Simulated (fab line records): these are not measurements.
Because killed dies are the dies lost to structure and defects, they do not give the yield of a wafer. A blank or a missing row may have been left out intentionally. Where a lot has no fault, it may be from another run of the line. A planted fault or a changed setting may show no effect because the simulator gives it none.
Chamber matching	flow n5Finfet	N5_DUMMY_GATE_STRIP_40 on rieDiel-03: 4 sister chambers
The step strips in CF4. 16 wafers are shown with their chamber, then 8 later ones without.

## EACH WAFER AND ITS CHAMBER
wafer	chamber	drypumpMotorCurrentA (A)	showerheadPlenumPTorr (Torr)	throttleValvePct (%)
L075.2	2	6.6	1.85	13.41
L075.3	1	4.9	1.91	13.58
L075.4	0	5.6	1.78	13.79
L077.2	0	5.6	1.78	13.78
L077.4	3	5.4	1.78	13.89
L077.5	1	4.9	1.91	13.60
L083.1	0	5.7	1.78	13.81
L083.2	2	6.6	1.85	13.45
L083.5	0	5.6	1.78	13.82
L084.1	3	5.4	1.77	13.91
L084.2	1	4.9	1.90	13.60
L084.4	0	5.6	1.78	13.82
L085.2	3	5.4	1.77	13.94
L085.5	0	5.6	1.78	13.84
L085.6	1	4.9	1.90	13.62
L088.3	1	4.9	1.90	13.64

SIGNATURES (means of the wafers above)
reading	chamber 0	chamber 1	chamber 2	chamber 3	scatter within a chamber
drypumpMotorCurrentA	5.617	4.900	6.600	5.400	0.0264
showerheadPlenumPTorr	1.7800	1.9040	1.8500	1.7733	0.00394
throttleValvePct	13.8100	13.6080	13.4300	13.9133	0.0234
Rule: for each reading, subtract the chamber's mean from the wafer's reading, divide by that reading's scatter and square the result; add these up over the readings and take the root, which gives the wafer's distance from the chamber. The wafer belongs to the nearest chamber; if the next one is less than 2 further off, it can't be placed. How the scatter is found: for the shown wafers, subtract from each reading the mean of its chamber, square and add these, divide the total by (wafers less chambers), then take the root.

## WAFERS WHOSE CHAMBER IS MISSING
wafer	drypumpMotorCurrentA (A)	showerheadPlenumPTorr (Torr)	throttleValvePct (%)
L088.5	6.6	1.85	13.45
L088.6	4.9	1.90	13.65
L092.1	4.9	1.90	13.64
L092.3	5.5	1.77	13.96
L092.6	4.9	1.90	13.65
L097.1	5.7	1.77	13.88
L097.3	4.9	1.89	13.70
L097.5	6.6	1.84	13.51

## WHICH CHAMBER EACH WENT THROUGH
wafer	from the rows above	in truth
L088.5	2	2
L088.6	1	1
L092.1	1	1
L092.3	3	3
L092.6	1	1
L097.1	0	0
L097.3	1	1
L097.5	2	2
Placed correctly: 8 of 8. Not placeable from these rows: 0. Number placed wrongly: 0.
